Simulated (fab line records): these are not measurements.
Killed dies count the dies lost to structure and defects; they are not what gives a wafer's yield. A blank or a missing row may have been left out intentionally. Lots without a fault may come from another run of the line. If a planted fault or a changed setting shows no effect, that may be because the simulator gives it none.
Chamber matching :: flow n5_finfet :: N5_BEOL_M3_ILD_DEP_00 on pecvd-02: 3 sister chambers
The step deposits SiOC from DEMS/O2, target thk 79 nm, time 15.3 s. 3 wafers are shown with their chamber, then 10 later ones without.

WAFERS, EACH WITH ITS CHAMBER
wafer: L079.3
chamber: 0
throttle_valve_pct (%): 11.5

wafer: L088.1
chamber: 1
throttle_valve_pct (%): 12.6

wafer: L088.5
chamber: 2
throttle_valve_pct (%): 11.0

WAFERS WITHOUT THEIR CHAMBER
wafer: L088.6
throttle_valve_pct (%): 12.7

wafer: L086.2
throttle_valve_pct (%): 12.5

wafer: L086.3
throttle_valve_pct (%): 10.9

wafer: L086.6
throttle_valve_pct (%): 11.7

wafer: L091.1
throttle_valve_pct (%): 10.8

wafer: L091.4
throttle_valve_pct (%): 12.1

wafer: L091.5
throttle_valve_pct (%): 12.5

wafer: L093.2
throttle_valve_pct (%): 11.7

wafer: L093.5
throttle_valve_pct (%): 11.2

wafer: L093.6
throttle_valve_pct (%): 12.5

EACH ONE'S CHAMBER
wafer: L088.6
from the rows above: 1
in truth: 1

wafer: L086.2
from the rows above: 1
in truth: 1

wafer: L086.3
from the rows above: 2
in truth: 2

wafer: L086.6
from the rows above: 0
in truth: 0

wafer: L091.1
from the rows above: 2
in truth: 2

wafer: L091.4
from the rows above: can't be placed: 1 or 0
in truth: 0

wafer: L091.5
from the rows above: 1
in truth: 1

wafer: L093.2
from the rows above: 0
in truth: 0

wafer: L093.5
from the rows above: can't be placed: 2 or 0
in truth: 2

wafer: L093.6
from the rows above: 1
in truth: 1
Correct placement for 8 of the 10. Cannot be placed on the basis of these rows: 2; the candidates contain the true chamber in 2. Placed wrongly: 0.
How it was worked out, from the rows above alone: a wafer's distance from a chamber is the root of the sum, over the readings, of the square of ((its reading less the chamber's mean) divided by the reading's scatter). If the next closest chamber is less than 2 further off than the closest, the wafer can't be placed; otherwise it belongs to the closest. Each chamber's mean is taken over the wafers shown for it. The scatter: with one shown wafer a chamber, the root of the mean of the squares of how far each hidden wafer lies from its nearest shown one.
